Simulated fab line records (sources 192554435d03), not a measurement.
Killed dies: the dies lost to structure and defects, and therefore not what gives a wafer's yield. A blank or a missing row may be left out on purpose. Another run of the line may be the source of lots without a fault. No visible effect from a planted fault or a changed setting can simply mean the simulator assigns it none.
Which tool is to blame? || flow n5Finfet || 72 wafers from 24 lots sampled at 6 of the route's 1938 steps

WHAT THE GAUGES READ, wafer by wafer
N5_BEOL_M6_THK_MEAS_01.
{"lot": "L074", "measured": "day 8 12:38", "on": "filmMetro-01", "M6_ILD_THK (nm)": "153.1 157.3 156.7"}
{"lot": "L075", "measured": "day 8 15:53", "on": "filmMetro-02", "M6_ILD_THK (nm)": "151.1 154.1 155.3"}
{"lot": "L076", "measured": "day 9 01:10", "on": "filmMetro-02", "M6_ILD_THK (nm)": "152.6 152.5 156.1"}
{"lot": "L077", "measured": "day 9 06:01", "on": "filmMetro-01", "M6_ILD_THK (nm)": "153.7 156.0 157.7"}
{"lot": "L078", "measured": "day 9 14:08", "on": "filmMetro-02", "M6_ILD_THK (nm)": "154.5 156.2 152.8"}
{"lot": "L079", "measured": "day 9 16:05", "on": "filmMetro-02", "M6_ILD_THK (nm)": "155.5 157.5 156.6"}
{"lot": "L080", "measured": "day 9 22:38", "on": "filmMetro-01", "M6_ILD_THK (nm)": "152.9 153.9 154.3"}
{"lot": "L082", "measured": "day 9 23:29", "on": "filmMetro-01", "M6_ILD_THK (nm)": "155.3 157.6 158.1"}
{"lot": "L081", "measured": "day 10 02:22", "on": "filmMetro-01", "M6_ILD_THK (nm)": "153.8 155.2 156.8"}
{"lot": "L083", "measured": "day 10 04:59", "on": "filmMetro-01", "M6_ILD_THK (nm)": "150.4 154.3 152.7"}
{"lot": "L084", "measured": "day 11 00:13", "on": "filmMetro-01", "M6_ILD_THK (nm)": "156.4 156.1 160.3"}
{"lot": "L086", "measured": "day 11 13:28", "on": "filmMetro-02", "M6_ILD_THK (nm)": "151.9 152.2 155.0"}
{"lot": "L085", "measured": "day 11 14:34", "on": "filmMetro-01", "M6_ILD_THK (nm)": "153.2 153.7 158.5"}
{"lot": "L087", "measured": "day 11 19:26", "on": "filmMetro-02", "M6_ILD_THK (nm)": "154.2 154.8 155.6"}
{"lot": "L088", "measured": "day 11 19:46", "on": "filmMetro-01", "M6_ILD_THK (nm)": "154.0 154.2 155.3"}
{"lot": "L089", "measured": "day 11 22:41", "on": "filmMetro-02", "M6_ILD_THK (nm)": "150.7 152.9 154.1"}
{"lot": "L091", "measured": "day 12 12:10", "on": "filmMetro-02", "M6_ILD_THK (nm)": "152.8 157.1 151.0"}
{"lot": "L090", "measured": "day 12 12:57", "on": "filmMetro-01", "M6_ILD_THK (nm)": "153.0 157.5 154.6"}
{"lot": "L092", "measured": "day 12 18:37", "on": "filmMetro-02", "M6_ILD_THK (nm)": "155.2 154.3 155.2"}
{"lot": "L093", "measured": "day 13 06:31", "on": "filmMetro-02", "M6_ILD_THK (nm)": "156.4 155.2 154.9"}
{"lot": "L094", "measured": "day 13 13:41", "on": "filmMetro-01", "M6_ILD_THK (nm)": "152.1 155.7 156.0"}
{"lot": "L095", "measured": "day 13 16:55", "on": "filmMetro-02", "M6_ILD_THK (nm)": "154.2 156.7 155.7"}
{"lot": "L096", "measured": "day 13 20:35", "on": "filmMetro-01", "M6_ILD_THK (nm)": "152.1 156.7 158.7"}
{"lot": "L097", "measured": "day 13 22:01", "on": "filmMetro-02", "M6_ILD_THK (nm)": "157.5 155.4 156.5"}

N5_BEOL_M6_CD_MEAS_18: pitch 80 nm, target cd 40 nm.
{"lot": "L074", "measured": "day 8 15:03", "on": "cdSem-01", "cdNm (nm)": "40.3 40.1 39.5"}
{"lot": "L075", "measured": "day 8 18:23", "on": "cdSem-02", "cdNm (nm)": "40.4 40.5 39.1"}
{"lot": "L076", "measured": "day 9 04:28", "on": "cdSem-02", "cdNm (nm)": "39.6 39.7 39.8"}
{"lot": "L077", "measured": "day 9 08:25", "on": "cdSem-02", "cdNm (nm)": "39.7 39.0 39.4"}
{"lot": "L078", "measured": "day 9 16:44", "on": "cdSem-02", "cdNm (nm)": "41.5 39.9 40.2"}
{"lot": "L079", "measured": "day 9 17:14", "on": "cdSem-01", "cdNm (nm)": "40.2 40.7 40.1"}
{"lot": "L080", "measured": "day 10 02:10", "on": "cdSem-02", "cdNm (nm)": "40.0 39.8 39.5"}
{"lot": "L082", "measured": "day 10 02:36", "on": "cdSem-02", "cdNm (nm)": "39.7 39.9 40.0"}
{"lot": "L081", "measured": "day 10 04:40", "on": "cdSem-02", "cdNm (nm)": "39.8 40.0 40.7"}
{"lot": "L083", "measured": "day 10 07:27", "on": "cdSem-03", "cdNm (nm)": "39.6 40.4 40.6"}
{"lot": "L084", "measured": "day 11 02:44", "on": "cdSem-02", "cdNm (nm)": "40.2 40.1 39.9"}
{"lot": "L086", "measured": "day 11 16:13", "on": "cdSem-03", "cdNm (nm)": "40.1 39.3 40.1"}
{"lot": "L085", "measured": "day 11 16:38", "on": "cdSem-03", "cdNm (nm)": "39.2 38.1 38.1"}
{"lot": "L087", "measured": "day 11 20:58", "on": "cdSem-01", "cdNm (nm)": "38.9 39.5 39.6"}
{"lot": "L088", "measured": "day 11 21:17", "on": "cdSem-01", "cdNm (nm)": "40.0 39.9 40.5"}
{"lot": "L089", "measured": "day 12 00:30", "on": "cdSem-02", "cdNm (nm)": "38.9 38.6 40.5"}
{"lot": "L091", "measured": "day 12 14:34", "on": "cdSem-02", "cdNm (nm)": "39.8 39.7 40.4"}
{"lot": "L090", "measured": "day 12 14:46", "on": "cdSem-02", "cdNm (nm)": "40.3 41.1 40.0"}
{"lot": "L092", "measured": "day 12 20:17", "on": "cdSem-03", "cdNm (nm)": "39.2 39.3 40.1"}
{"lot": "L093", "measured": "day 13 07:43", "on": "cdSem-03", "cdNm (nm)": "39.4 40.8 38.8"}
{"lot": "L094", "measured": "day 13 16:09", "on": "cdSem-03", "cdNm (nm)": "40.8 40.0 40.5"}
{"lot": "L095", "measured": "day 13 21:01", "on": "cdSem-01", "cdNm (nm)": "40.2 39.6 40.0"}
{"lot": "L096", "measured": "day 13 21:39", "on": "cdSem-02", "cdNm (nm)": "40.0 39.5 40.4"}
{"lot": "L097", "measured": "day 14 00:28", "on": "cdSem-02", "cdNm (nm)": "39.1 39.7 40.2"}

TOOL THAT RAN EACH LOT (tool first, then ch and the chambers of the sampled wafers, then the start)
{"lot": "L074", "N5_BEOL_M5_ANNEAL_49": "pvdSputter-02, day 8 06:37", "N5_BEOL_M5_ANNEAL_84": "pvdSputter-02, day 8 08:47", "N5_BEOL_M6_CURE_74": "uvCure-03 ch 1, day 8 12:07", "N5_BEOL_M6_HM_DEP_02": "pvdSputter-02, day 8 13:59"}
{"lot": "L075", "N5_BEOL_M5_ANNEAL_49": "pvdSputter-01, day 8 09:26", "N5_BEOL_M5_ANNEAL_84": "pvdSputter-01, day 8 11:36", "N5_BEOL_M6_CURE_74": "uvCure-02 ch 2, day 8 14:52", "N5_BEOL_M6_HM_DEP_02": "pvdSputter-01, day 8 17:21"}
{"lot": "L076", "N5_BEOL_M5_ANNEAL_49": "pvdSputter-02, day 8 19:13", "N5_BEOL_M5_ANNEAL_84": "pvdSputter-02, day 8 21:23", "N5_BEOL_M6_CURE_74": "uvCure-01 ch 0, day 9 00:44", "N5_BEOL_M6_HM_DEP_02": "pvdSputter-01, day 9 03:25"}
{"lot": "L077", "N5_BEOL_M5_ANNEAL_49": "pvdSputter-02, day 8 23:45", "N5_BEOL_M5_ANNEAL_84": "pvdSputter-02, day 9 01:56", "N5_BEOL_M6_CURE_74": "uvCure-03 ch 1, day 9 05:35", "N5_BEOL_M6_HM_DEP_02": "pvdSputter-02, day 9 07:01"}
{"lot": "L078", "N5_BEOL_M5_ANNEAL_49": "pvdSputter-02, day 9 08:01", "N5_BEOL_M5_ANNEAL_84": "pvdSputter-02, day 9 10:11", "N5_BEOL_M6_CURE_74": "uvCure-02 ch 2, day 9 13:37", "N5_BEOL_M6_HM_DEP_02": "pvdSputter-03, day 9 15:29"}
{"lot": "L079", "N5_BEOL_M5_ANNEAL_49": "pvdSputter-01, day 9 10:06", "N5_BEOL_M5_ANNEAL_84": "pvdSputter-01, day 9 12:16", "N5_BEOL_M6_CURE_74": "uvCure-01 ch 2, day 9 15:44", "N5_BEOL_M6_HM_DEP_02": "pvdSputter-03, day 9 16:19"}
{"lot": "L080", "N5_BEOL_M5_ANNEAL_49": "pvdSputter-01, day 9 16:28", "N5_BEOL_M5_ANNEAL_84": "pvdSputter-01, day 9 18:38", "N5_BEOL_M6_CURE_74": "uvCure-02 ch 2, day 9 22:13", "N5_BEOL_M6_HM_DEP_02": "pvdSputter-03, day 10 01:02"}
{"lot": "L082", "N5_BEOL_M5_ANNEAL_49": "pvdSputter-02, day 9 17:31", "N5_BEOL_M5_ANNEAL_84": "pvdSputter-02, day 9 19:41", "N5_BEOL_M6_CURE_74": "uvCure-03 ch 0, day 9 22:58", "N5_BEOL_M6_HM_DEP_02": "pvdSputter-03, day 10 01:24"}
{"lot": "L081", "N5_BEOL_M5_ANNEAL_49": "pvdSputter-03, day 9 20:23", "N5_BEOL_M5_ANNEAL_84": "pvdSputter-03, day 9 22:34", "N5_BEOL_M6_CURE_74": "uvCure-03 ch 1, day 10 01:55", "N5_BEOL_M6_HM_DEP_02": "pvdSputter-02, day 10 03:20"}
{"lot": "L083", "N5_BEOL_M5_ANNEAL_49": "pvdSputter-01, day 9 22:55", "N5_BEOL_M5_ANNEAL_84": "pvdSputter-01, day 10 01:05", "N5_BEOL_M6_CURE_74": "uvCure-02 ch 0, day 10 04:28", "N5_BEOL_M6_HM_DEP_02": "pvdSputter-01, day 10 06:32"}
{"lot": "L084", "N5_BEOL_M5_ANNEAL_49": "pvdSputter-01, day 10 17:29", "N5_BEOL_M5_ANNEAL_84": "pvdSputter-01, day 10 19:39", "N5_BEOL_M6_CURE_74": "uvCure-03 ch 0, day 10 23:13", "N5_BEOL_M6_HM_DEP_02": "pvdSputter-02, day 11 01:02"}
{"lot": "L086", "N5_BEOL_M5_ANNEAL_49": "pvdSputter-03, day 11 07:29", "N5_BEOL_M5_ANNEAL_84": "pvdSputter-03, day 11 09:40", "N5_BEOL_M6_CURE_74": "uvCure-03 ch 0, day 11 12:58", "N5_BEOL_M6_HM_DEP_02": "pvdSputter-03, day 11 14:55"}
{"lot": "L085", "N5_BEOL_M5_ANNEAL_49": "pvdSputter-02, day 11 08:22", "N5_BEOL_M5_ANNEAL_84": "pvdSputter-02, day 11 10:32", "N5_BEOL_M6_CURE_74": "uvCure-03 ch 2, day 11 14:13", "N5_BEOL_M6_HM_DEP_02": "pvdSputter-03, day 11 15:36"}
{"lot": "L087", "N5_BEOL_M5_ANNEAL_49": "pvdSputter-01, day 11 13:06", "N5_BEOL_M5_ANNEAL_84": "pvdSputter-01, day 11 15:16", "N5_BEOL_M6_CURE_74": "uvCure-01 ch 1, day 11 19:00", "N5_BEOL_M6_HM_DEP_02": "pvdSputter-02, day 11 20:03"}
{"lot": "L088", "N5_BEOL_M5_ANNEAL_49": "pvdSputter-02, day 11 13:29", "N5_BEOL_M5_ANNEAL_84": "pvdSputter-02, day 11 15:40", "N5_BEOL_M6_CURE_74": "uvCure-03 ch 0, day 11 19:25", "N5_BEOL_M6_HM_DEP_02": "pvdSputter-01, day 11 20:15"}
{"lot": "L089", "N5_BEOL_M5_ANNEAL_49": "pvdSputter-03, day 11 16:05", "N5_BEOL_M5_ANNEAL_84": "pvdSputter-03, day 11 18:15", "N5_BEOL_M6_CURE_74": "uvCure-03 ch 1, day 11 22:10", "N5_BEOL_M6_HM_DEP_02": "pvdSputter-03, day 11 23:24"}
{"lot": "L091", "N5_BEOL_M5_ANNEAL_49": "pvdSputter-02, day 12 06:12", "N5_BEOL_M5_ANNEAL_84": "pvdSputter-02, day 12 08:23", "N5_BEOL_M6_CURE_74": "uvCure-03 ch 1, day 12 11:49", "N5_BEOL_M6_HM_DEP_02": "pvdSputter-02, day 12 13:31"}
{"lot": "L090", "N5_BEOL_M5_ANNEAL_49": "pvdSputter-03, day 12 06:59", "N5_BEOL_M5_ANNEAL_84": "pvdSputter-03, day 12 09:10", "N5_BEOL_M6_CURE_74": "uvCure-02 ch 0, day 12 12:26", "N5_BEOL_M6_HM_DEP_02": "pvdSputter-02, day 12 13:44"}
{"lot": "L092", "N5_BEOL_M5_ANNEAL_49": "pvdSputter-01, day 12 12:28", "N5_BEOL_M5_ANNEAL_84": "pvdSputter-01, day 12 14:38", "N5_BEOL_M6_CURE_74": "uvCure-02 ch 1, day 12 18:06", "N5_BEOL_M6_HM_DEP_02": "pvdSputter-02, day 12 19:14"}
{"lot": "L093", "N5_BEOL_M5_ANNEAL_49": "pvdSputter-03, day 13 00:20", "N5_BEOL_M5_ANNEAL_84": "pvdSputter-03, day 13 02:31", "N5_BEOL_M6_CURE_74": "uvCure-03 ch 0, day 13 06:10", "N5_BEOL_M6_HM_DEP_02": "pvdSputter-01, day 13 06:46"}
{"lot": "L094", "N5_BEOL_M5_ANNEAL_49": "pvdSputter-01, day 13 06:59", "N5_BEOL_M5_ANNEAL_84": "pvdSputter-01, day 13 09:10", "N5_BEOL_M6_CURE_74": "uvCure-01 ch 0, day 13 13:11", "N5_BEOL_M6_HM_DEP_02": "pvdSputter-03, day 13 14:47"}
{"lot": "L095", "N5_BEOL_M5_ANNEAL_49": "pvdSputter-03, day 13 10:26", "N5_BEOL_M5_ANNEAL_84": "pvdSputter-03, day 13 12:37", "N5_BEOL_M6_CURE_74": "uvCure-02 ch 1, day 13 16:25", "N5_BEOL_M6_HM_DEP_02": "pvdSputter-03, day 13 19:53"}
{"lot": "L096", "N5_BEOL_M5_ANNEAL_49": "pvdSputter-01, day 13 14:30", "N5_BEOL_M5_ANNEAL_84": "pvdSputter-01, day 13 16:40", "N5_BEOL_M6_CURE_74": "uvCure-02 ch 2, day 13 20:14", "N5_BEOL_M6_HM_DEP_02": "pvdSputter-03, day 13 20:43"}
{"lot": "L097", "N5_BEOL_M5_ANNEAL_49": "pvdSputter-02, day 13 16:02", "N5_BEOL_M5_ANNEAL_84": "pvdSputter-02, day 13 18:13", "N5_BEOL_M6_CURE_74": "uvCure-01 ch 1, day 13 21:30", "N5_BEOL_M6_HM_DEP_02": "pvdSputter-03, day 13 23:23"}
- N5_BEOL_M5_ANNEAL_49: time 1800 s.
- N5_BEOL_M5_ANNEAL_84: time 1800 s.
- N5_BEOL_M6_CURE_74: cures SiCOH lowk, time 240 s.
- N5_BEOL_M6_HM_DEP_02: deposits TiN, target thk 20 nm.

AS READ BY THE TOOLS THEMSELVES (means over the sampled wafers that have a number; for cases with no such wafer, the mark the record gives instead)
N5_BEOL_M5_ANNEAL_49.
{"lot": "L074", "tool": "pvdSputter-02", "heaterPowerW (W)": 899}
{"lot": "L075", "tool": "pvdSputter-01", "heaterPowerW (W)": 866}
{"lot": "L076", "tool": "pvdSputter-02", "heaterPowerW (W)": 847}
{"lot": "L077", "tool": "pvdSputter-02", "heaterPowerW (W)": 855}
{"lot": "L078", "tool": "pvdSputter-02", "heaterPowerW (W)": 856}
{"lot": "L079", "tool": "pvdSputter-01", "heaterPowerW (W)": 805}
{"lot": "L080", "tool": "pvdSputter-01", "heaterPowerW (W)": 849}
{"lot": "L082", "tool": "pvdSputter-02", "heaterPowerW (W)": 901}
{"lot": "L081", "tool": "pvdSputter-03", "heaterPowerW (W)": 759}
{"lot": "L083", "tool": "pvdSputter-01", "heaterPowerW (W)": 805}
{"lot": "L084", "tool": "pvdSputter-01", "heaterPowerW (W)": 795}
{"lot": "L086", "tool": "pvdSputter-03", "heaterPowerW (W)": 765}
{"lot": "L085", "tool": "pvdSputter-02", "heaterPowerW (W)": 906}
{"lot": "L087", "tool": "pvdSputter-01", "heaterPowerW (W)": 780}
{"lot": "L088", "tool": "pvdSputter-02", "heaterPowerW (W)": 870}
{"lot": "L089", "tool": "pvdSputter-03", "heaterPowerW (W)": 786}
{"lot": "L091", "tool": "pvdSputter-02", "heaterPowerW (W)": 860}
{"lot": "L090", "tool": "pvdSputter-03", "heaterPowerW (W)": 808}
{"lot": "L092", "tool": "pvdSputter-01", "heaterPowerW (W)": 810}
{"lot": "L093", "tool": "pvdSputter-03", "heaterPowerW (W)": 763}
{"lot": "L094", "tool": "pvdSputter-01", "heaterPowerW (W)": 860}
{"lot": "L095", "tool": "pvdSputter-03", "heaterPowerW (W)": 776}
{"lot": "L096", "tool": "pvdSputter-01", "heaterPowerW (W)": 832}
{"lot": "L097", "tool": "pvdSputter-02", "heaterPowerW (W)": 864}

N5_BEOL_M5_ANNEAL_84.
{"lot": "L074", "tool": "pvdSputter-02", "heaterPowerW (W)": 896}
{"lot": "L075", "tool": "pvdSputter-01", "heaterPowerW (W)": 860}
{"lot": "L076", "tool": "pvdSputter-02", "heaterPowerW (W)": 854}
{"lot": "L077", "tool": "pvdSputter-02", "heaterPowerW (W)": 860}
{"lot": "L078", "tool": "pvdSputter-02", "heaterPowerW (W)": 857}
{"lot": "L079", "tool": "pvdSputter-01", "heaterPowerW (W)": 820}
{"lot": "L080", "tool": "pvdSputter-01", "heaterPowerW (W)": 845}
{"lot": "L082", "tool": "pvdSputter-02", "heaterPowerW (W)": 890}
{"lot": "L081", "tool": "pvdSputter-03", "heaterPowerW (W)": 755}
{"lot": "L083", "tool": "pvdSputter-01", "heaterPowerW (W)": 798}
{"lot": "L084", "tool": "pvdSputter-01", "heaterPowerW (W)": 785}
{"lot": "L086", "tool": "pvdSputter-03", "heaterPowerW (W)": 760}
{"lot": "L085", "tool": "pvdSputter-02", "heaterPowerW (W)": 894}
{"lot": "L087", "tool": "pvdSputter-01", "heaterPowerW (W)": 773}
{"lot": "L088", "tool": "pvdSputter-02", "heaterPowerW (W)": 862}
{"lot": "L089", "tool": "pvdSputter-03", "heaterPowerW (W)": 793}
{"lot": "L091", "tool": "pvdSputter-02", "heaterPowerW (W)": 860}
{"lot": "L090", "tool": "pvdSputter-03", "heaterPowerW (W)": 793}
{"lot": "L092", "tool": "pvdSputter-01", "heaterPowerW (W)": 819}
{"lot": "L093", "tool": "pvdSputter-03", "heaterPowerW (W)": 745}
{"lot": "L094", "tool": "pvdSputter-01", "heaterPowerW (W)": 864}
{"lot": "L095", "tool": "pvdSputter-03", "heaterPowerW (W)": 763}
{"lot": "L096", "tool": "pvdSputter-01", "heaterPowerW (W)": 819}
{"lot": "L097", "tool": "pvdSputter-02", "heaterPowerW (W)": 861}

N5_BEOL_M6_CURE_74.
{"lot": "L074", "tool": "uvCure-03", "lampPowerPct (%)": 52.35, "wafer_temp_C_max": 386.3}
{"lot": "L075", "tool": "uvCure-02", "lampPowerPct (%)": 52.36, "wafer_temp_C_max": 386.8}
{"lot": "L076", "tool": "uvCure-01", "lampPowerPct (%)": 52.30, "wafer_temp_C_max": 387.2}
{"lot": "L077", "tool": "uvCure-03", "lampPowerPct (%)": 52.29, "wafer_temp_C_max": 386.3}
{"lot": "L078", "tool": "uvCure-02", "lampPowerPct (%)": 52.36, "wafer_temp_C_max": 386.9}
{"lot": "L079", "tool": "uvCure-01", "lampPowerPct (%)": 52.30, "wafer_temp_C_max": 386.2}
{"lot": "L080", "tool": "uvCure-02", "lampPowerPct (%)": 52.32, "wafer_temp_C_max": 387.3}
{"lot": "L082", "tool": "uvCure-03", "lampPowerPct (%)": 52.37, "wafer_temp_C_max": 386.2}
{"lot": "L081", "tool": "uvCure-03", "lampPowerPct (%)": 52.36, "wafer_temp_C_max": 386.7}
{"lot": "L083", "tool": "uvCure-02", "lampPowerPct (%)": 52.35, "wafer_temp_C_max": 387.1}
{"lot": "L084", "tool": "uvCure-03", "lampPowerPct (%)": 52.32, "wafer_temp_C_max": 386.3}
{"lot": "L086", "tool": "uvCure-03", "lampPowerPct (%)": 52.32, "wafer_temp_C_max": 386.0}
{"lot": "L085", "tool": "uvCure-03", "lampPowerPct (%)": 52.29, "wafer_temp_C_max": 387.4}
{"lot": "L087", "tool": "uvCure-01", "lampPowerPct (%)": 52.32, "wafer_temp_C_max": 386.7}
{"lot": "L088", "tool": "uvCure-03", "lampPowerPct (%)": 52.32, "wafer_temp_C_max": 386.6}
{"lot": "L089", "tool": "uvCure-03", "lampPowerPct (%)": 52.34, "wafer_temp_C_max": 386.4}
{"lot": "L091", "tool": "uvCure-03", "lampPowerPct (%)": 52.30, "wafer_temp_C_max": 386.3}
{"lot": "L090", "tool": "uvCure-02", "lampPowerPct (%)": 52.34, "wafer_temp_C_max": 386.7}
{"lot": "L092", "tool": "uvCure-02", "lampPowerPct (%)": 52.30, "wafer_temp_C_max": 386.5}
{"lot": "L093", "tool": "uvCure-03", "lampPowerPct (%)": 52.31, "wafer_temp_C_max": 386.1}
{"lot": "L094", "tool": "uvCure-01", "lampPowerPct (%)": 52.30, "wafer_temp_C_max": 387.2}
{"lot": "L095", "tool": "uvCure-02", "lampPowerPct (%)": 52.31, "wafer_temp_C_max": 386.2}
{"lot": "L096", "tool": "uvCure-02", "lampPowerPct (%)": 52.35, "wafer_temp_C_max": 387.2}
{"lot": "L097", "tool": "uvCure-01", "lampPowerPct (%)": 52.32, "wafer_temp_C_max": 387.1}

N5_BEOL_M6_HM_DEP_02.
{"lot": "L074", "tool": "pvdSputter-02", "throttleValvePct (%)": 30.2}
{"lot": "L075", "tool": "pvdSputter-01", "throttleValvePct (%)": 28.6}
{"lot": "L076", "tool": "pvdSputter-01", "throttleValvePct (%)": 29.7}
{"lot": "L077", "tool": "pvdSputter-02", "throttleValvePct (%)": 30.2}
{"lot": "L078", "tool": "pvdSputter-03", "throttleValvePct (%)": 29.0}
{"lot": "L079", "tool": "pvdSputter-03", "throttleValvePct (%)": 30.0}
{"lot": "L080", "tool": "pvdSputter-03", "throttleValvePct (%)": 28.9}
{"lot": "L082", "tool": "pvdSputter-03", "throttleValvePct (%)": 30.7}
{"lot": "L081", "tool": "pvdSputter-02", "throttleValvePct (%)": 29.9}
{"lot": "L083", "tool": "pvdSputter-01", "throttleValvePct (%)": 29.7}
{"lot": "L084", "tool": "pvdSputter-02", "throttleValvePct (%)": 30.0}
{"lot": "L086", "tool": "pvdSputter-03", "throttleValvePct (%)": 29.0}
{"lot": "L085", "tool": "pvdSputter-03", "throttleValvePct (%)": 29.8}
{"lot": "L087", "tool": "pvdSputter-02", "throttleValvePct (%)": 30.4}
{"lot": "L088", "tool": "pvdSputter-01", "throttleValvePct (%)": 29.7}
{"lot": "L089", "tool": "pvdSputter-03", "throttleValvePct (%)": 30.9}
{"lot": "L091", "tool": "pvdSputter-02", "throttleValvePct (%)": 29.7}
{"lot": "L090", "tool": "pvdSputter-02", "throttleValvePct (%)": 30.4}
{"lot": "L092", "tool": "pvdSputter-02", "throttleValvePct (%)": 30.0}
{"lot": "L093", "tool": "pvdSputter-01", "throttleValvePct (%)": 29.1}
{"lot": "L094", "tool": "pvdSputter-03", "throttleValvePct (%)": 29.9}
{"lot": "L095", "tool": "pvdSputter-03", "throttleValvePct (%)": 29.9}
{"lot": "L096", "tool": "pvdSputter-03", "throttleValvePct (%)": 29.9}
{"lot": "L097", "tool": "pvdSputter-03", "throttleValvePct (%)": 30.1}

THE ANSWER, worked out from the rows above alone
Rule: what is usual is taken from the lots themselves. The widest of any qualifying gaps counts: lots, ordered by their means at a reading, are off when they make up no more than a third of the lots, leave a main group of 4 or more, and stand apart from it by 3 or more times the standard deviation of that group's means. If all means in a main group match to the digits the tables above print for the reading, that group is not used. Also off: a lot with no number at a reading for which 4 or more lots have one. The other lots that the step has rows for count as sound. After the gauges, taken in route order, come the tools' own readings; for these a lot's mean is taken, as printed above. The first step at which some lot is off is used, and at that step the reading that is off furthest; a lot without a number counts as furthest.
No lot is off on any of the readings shown, so nothing can be concluded from this.

WHAT THE SIMULATOR PUT IN
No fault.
